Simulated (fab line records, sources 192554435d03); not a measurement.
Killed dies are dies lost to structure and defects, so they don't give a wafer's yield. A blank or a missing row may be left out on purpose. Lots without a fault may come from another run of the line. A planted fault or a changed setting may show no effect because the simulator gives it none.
Split-lot experiment | flow n5_finfet | 7 lots, 21 wafers read, on a route of 1938 steps

THE SPLIT
At N5_BEOL_M2_TRENCH_ETCH_37 (etches SiOC in C4F6/O2, target depth 55.555 nm, time 29.2 s), the setting bias_w was moved away from the recipe's 185 W on 5 of the 21 wafers read, by -14.1% to +15.8%. The other wafers ran this setting at the recipe's value.

The reading is taken at the split's own step.

THE READING
rf_vpp_V, in V, at N5_BEOL_M2_TRENCH_ETCH_37 (etches SiOC in C4F6/O2, target depth 55.555 nm, time 29.2 s). Fault-free wafers of this fab line usually give 666 V, standard deviation 14 V.

wafer  | tool, chamber at the split | bias_w as run, W | against the recipe | rf_vpp_V, V | against lot-mates on the recipe
L075.1 | rie_diel-02, 0             | 172.3            | -6.9%              | 626         | -35
L075.3 | rie_diel-02, 3             | 185              | recipe             | 661         | -
L075.6 | rie_diel-02, 3             | 185              | recipe             | 661         | -
L080.1 | rie_diel-02, 3             | 201.2            | +8.8%              | 706         | +54
L080.2 | rie_diel-02, 2             | 185              | recipe             | 640         | -
L080.4 | rie_diel-02, 1             | 185              | recipe             | 664         | -
L082.2 | rie_diel-06, 3             | 185              | recipe             | 667         | -
L082.4 | rie_diel-06, 2             | 185              | recipe             | 667         | -
L082.6 | rie_diel-06, 2             | 185              | recipe             | 666         | -
L091.2 | rie_diel-02, 1             | 185              | recipe             | 664         | -
L091.3 | rie_diel-02, 3             | 185              | recipe             | 660         | -
L091.4 | rie_diel-02, 2             | 185              | recipe             | 638         | -
L095.2 | rie_diel-02, 3             | 185              | recipe             | 658         | -
L095.3 | rie_diel-02, 1             | 185              | recipe             | 663         | -
L095.4 | rie_diel-02, 2             | 185              | recipe             | 638         | -
L097.1 | rie_diel-06, 2             | 185              | recipe             | 667         | -
L097.2 | rie_diel-06, 0             | 214.2            | +15.8%             | 735         | +68
L097.3 | rie_diel-06, 3             | 214.2            | +15.8%             | 749         | +82
L096.1 | rie_diel-02, 0             | 159              | -14.1%             | 586         | -64
L096.4 | rie_diel-02, 1             | 185              | recipe             | 663         | -
L096.5 | rie_diel-02, 2             | 185              | recipe             | 637         | -

THE FIT
A straight line over all 21 wafers: rf_vpp_V changes by +5.26 V for each +1% of bias_w; r = +0.95; the points scatter about the line by 11 V.
The same after taking each lot's own level away (the mean of its wafers on the recipe; 21 wafers): +4.84 V for each +1%; r = +0.96; scatter 9.2 V.
On that fit, the largest move of bias_w shifts the reading by 76 V.
The lots' own levels span 650.0 to 667.0 V, that is 1.2 times the standard deviation above.
So the lot-to-lot level changes the slope little: the two slopes agree.
Check: with one of the wafers moved furthest among these (+15.8%) left out of the fit, the line predicts +81.3 V for it against its lot-mates. It came out at +68 V against them.
Tool readings at the split's step, against how far the setting was moved: rf_vpp_V r = +0.95.

THE FILE'S OWN FIT
rf_vpp_V changes by +4.91 V for each +1% of bias_w, r = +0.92.
